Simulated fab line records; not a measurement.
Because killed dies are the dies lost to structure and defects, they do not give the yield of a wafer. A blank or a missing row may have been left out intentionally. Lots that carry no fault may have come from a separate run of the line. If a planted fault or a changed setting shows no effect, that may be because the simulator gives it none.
Split-lot study / flow n5-finfet / 21 wafers read across 7 lots, on a route 1938 steps long

== THE SPLIT ==
At N5_BEOL_M6_EXPOSE_08 (exposes mask M6), the setting dose-mj was moved away from the recipe's 68.25 on 6 of the 21 wafers read, by -4.9% to +5.7%. All remaining wafers had this setting at the recipe value.

== FROM THE SPLIT TO THE READING: what the file shows between them, 15 steps ==
- N5_BEOL_M6_PEB_09: peb time 60 s
- N5_BEOL_M6_DEVELOP_10: develop time 30 s
- N5_BEOL_M6_CD_MEAS_11: target cd 38.5 nm
- N5_BEOL_M6_DESCUM_16: chemistry O2, time 7.9 s
- N5_BEOL_M6_ETCH_61: etches SiARC in CF4, target depth 45.5 nm, time 75.8 s
- N5_BEOL_M6_ETCH_62: etches SOC in N2/H2, target depth 110 nm, overetch 22 nm, time 165 s
- N5_BEOL_M6_STRIP_68: strips in N2/H2
- N5_BEOL_M6_STRIP_67: strips in CF4
- N5_BEOL_M6_HM_OPEN_17: chemistry Cl2/BCl3, target TiN, target depth 20 nm, overetch 6 nm
- N5_BEOL_M6_STRIP_19: strips in O2
- N5_BEOL_M6_CD_MEAS_18: pitch 80 nm, target cd 40 nm
- N5_BEOL_M6_COAT_63: time 60 s, resist thk 60 nm
- N5_BEOL_M6_COAT_64: time 60 s, resist thk 12 nm
- N5_BEOL_M6_PRECLEAN_42: cleans in residue remover, time 60 s
- N5_BEOL_M6_SRD_43: time 30 s

== THE READING ==
cd-nm, in nm, at N5_BEOL_M6_CD_MEAS_35 (target cd 40 nm, target cd y 28 nm). Typical for fault-free wafers on this fab line: 39.8 nm, with standard deviation 0.58 nm.

wafer=L076.1; tool, chamber at the split=arfi-scanner-02, 0; dose-mj as run=68.25; against the recipe=recipe; cd-nm, nm=40.2; against lot-mates on the recipe=-
wafer=L076.2; tool, chamber at the split=arfi-scanner-02, 0; dose-mj as run=68.25; against the recipe=recipe; cd-nm, nm=39.3; against lot-mates on the recipe=-
wafer=L076.4; tool, chamber at the split=arfi-scanner-02, 0; dose-mj as run=68.25; against the recipe=recipe; cd-nm, nm=39.8; against lot-mates on the recipe=-
wafer=L078.2; tool, chamber at the split=arfi-scanner-01, 0; dose-mj as run=68.25; against the recipe=recipe; cd-nm, nm=39.9; against lot-mates on the recipe=-
wafer=L078.3; tool, chamber at the split=arfi-scanner-01, 0; dose-mj as run=68.25; against the recipe=recipe; cd-nm, nm=40.2; against lot-mates on the recipe=-
wafer=L078.5; tool, chamber at the split=arfi-scanner-01, 0; dose-mj as run=68.25; against the recipe=recipe; cd-nm, nm=38.9; against lot-mates on the recipe=-
wafer=L085.4; tool, chamber at the split=arfi-scanner-03, 0; dose-mj as run=71.07; against the recipe=+4.1%; cd-nm, nm=42.3; against lot-mates on the recipe=+2.5
wafer=L085.5; tool, chamber at the split=arfi-scanner-03, 0; dose-mj as run=68.25; against the recipe=recipe; cd-nm, nm=39.7; against lot-mates on the recipe=-
wafer=L085.6; tool, chamber at the split=arfi-scanner-03, 0; dose-mj as run=68.25; against the recipe=recipe; cd-nm, nm=39.8; against lot-mates on the recipe=-
wafer=L086.1; tool, chamber at the split=arfi-scanner-01, 0; dose-mj as run=68.25; against the recipe=recipe; cd-nm, nm=39.6; against lot-mates on the recipe=-
wafer=L086.3; tool, chamber at the split=arfi-scanner-01, 0; dose-mj as run=70.64; against the recipe=+3.5%; cd-nm, nm=42.0; against lot-mates on the recipe=+2.4
wafer=L086.6; tool, chamber at the split=arfi-scanner-01, 0; dose-mj as run=70.64; against the recipe=+3.5%; cd-nm, nm=41.1; against lot-mates on the recipe=+1.5
wafer=L092.1; tool, chamber at the split=arfi-scanner-01, 0; dose-mj as run=68.25; against the recipe=recipe; cd-nm, nm=39.8; against lot-mates on the recipe=-
wafer=L092.2; tool, chamber at the split=arfi-scanner-01, 0; dose-mj as run=68.25; against the recipe=recipe; cd-nm, nm=39.2; against lot-mates on the recipe=-
wafer=L092.5; tool, chamber at the split=arfi-scanner-01, 0; dose-mj as run=68.25; against the recipe=recipe; cd-nm, nm=39.1; against lot-mates on the recipe=-
wafer=L093.2; tool, chamber at the split=arfi-scanner-01, 0; dose-mj as run=64.91; against the recipe=-4.9%; cd-nm, nm=37.2; against lot-mates on the recipe=-2.9
wafer=L093.4; tool, chamber at the split=arfi-scanner-01, 0; dose-mj as run=64.91; against the recipe=-4.9%; cd-nm, nm=37.4; against lot-mates on the recipe=-2.7
wafer=L093.6; tool, chamber at the split=arfi-scanner-01, 0; dose-mj as run=68.25; against the recipe=recipe; cd-nm, nm=40.1; against lot-mates on the recipe=-
wafer=L096.2; tool, chamber at the split=arfi-scanner-03, 0; dose-mj as run=72.13; against the recipe=+5.7%; cd-nm, nm=41.6; against lot-mates on the recipe=+2.4
wafer=L096.3; tool, chamber at the split=arfi-scanner-03, 0; dose-mj as run=68.25; against the recipe=recipe; cd-nm, nm=39.6; against lot-mates on the recipe=-
wafer=L096.4; tool, chamber at the split=arfi-scanner-03, 0; dose-mj as run=68.25; against the recipe=recipe; cd-nm, nm=38.7; against lot-mates on the recipe=-

FIT RESULTS
A straight line over all 21 wafers: cd-nm changes by +0.48 nm for each +1% of dose-mj; r = +0.93; the points scatter about the line by 0.49 nm.
The same after taking each lot's own level away (the mean of its wafers on the recipe; 21 wafers): +0.539 nm for each +1%; r = +0.96; scatter 0.4 nm.
That fit puts the effect of the largest move of dose-mj on the reading at 3.1 nm.
The lots' own levels span 39.15 to 40.10 nm, that is 1.6 times the standard deviation above.
Thus the slope moves with the lot-to-lot level: the two fits are different.
Check: +3.28 nm against its lot-mates is what the line predicts for one of the wafers moved furthest among these (+5.7%) when that wafer is left out of the fit. It came out at +2.45 nm against them.

== THE WHOLE CHAIN: every reading that the file lists as answering this split, in the file's order ==
step=N5_BEOL_M6_CD_MEAS_11; what it does=target cd 38.5 nm; reading=cd-nm; change (the file's fit)=+0.507 nm for each +1% of the setting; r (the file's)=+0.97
step=N5_BEOL_M6_ETCH_61; what it does=etches SiARC in CF4, target depth 45.5 nm, time 75.8 s; reading=BEOL_M6.cd-offset-nm (the simulator's own value, which no gauge read); change (the file's fit)=+0.543 nm for each +1% of the setting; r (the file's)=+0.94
step=N5_BEOL_M6_ETCH_62; what it does=etches SOC in N2/H2, target depth 110 nm, overetch 22 nm, time 165 s; reading=BEOL_M6.cd-offset-nm (the simulator's own value, which no gauge read); change (the file's fit)=+0.533 nm for each +1% of the setting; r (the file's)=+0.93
step=N5_BEOL_M6_HM_OPEN_17; what it does=chemistry Cl2/BCl3, target TiN, target depth 20 nm, overetch 6 nm; reading=BEOL_M6.cd-offset-nm (the simulator's own value, which no gauge read); change (the file's fit)=+0.501 nm for each +1% of the setting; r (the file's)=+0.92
step=N5_BEOL_M6_CD_MEAS_18; what it does=pitch 80 nm, target cd 40 nm; reading=cd-nm; change (the file's fit)=+0.501 nm for each +1% of the setting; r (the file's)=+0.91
step=N5_BEOL_M6_CD_MEAS_35; what it does=target cd 40 nm, target cd y 28 nm; reading=cd-nm; change (the file's fit)=+0.534 nm for each +1% of the setting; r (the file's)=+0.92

== FILE'S OWN FIT ==
cd-nm changes by +0.534 nm for each +1% of dose-mj, r = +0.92.
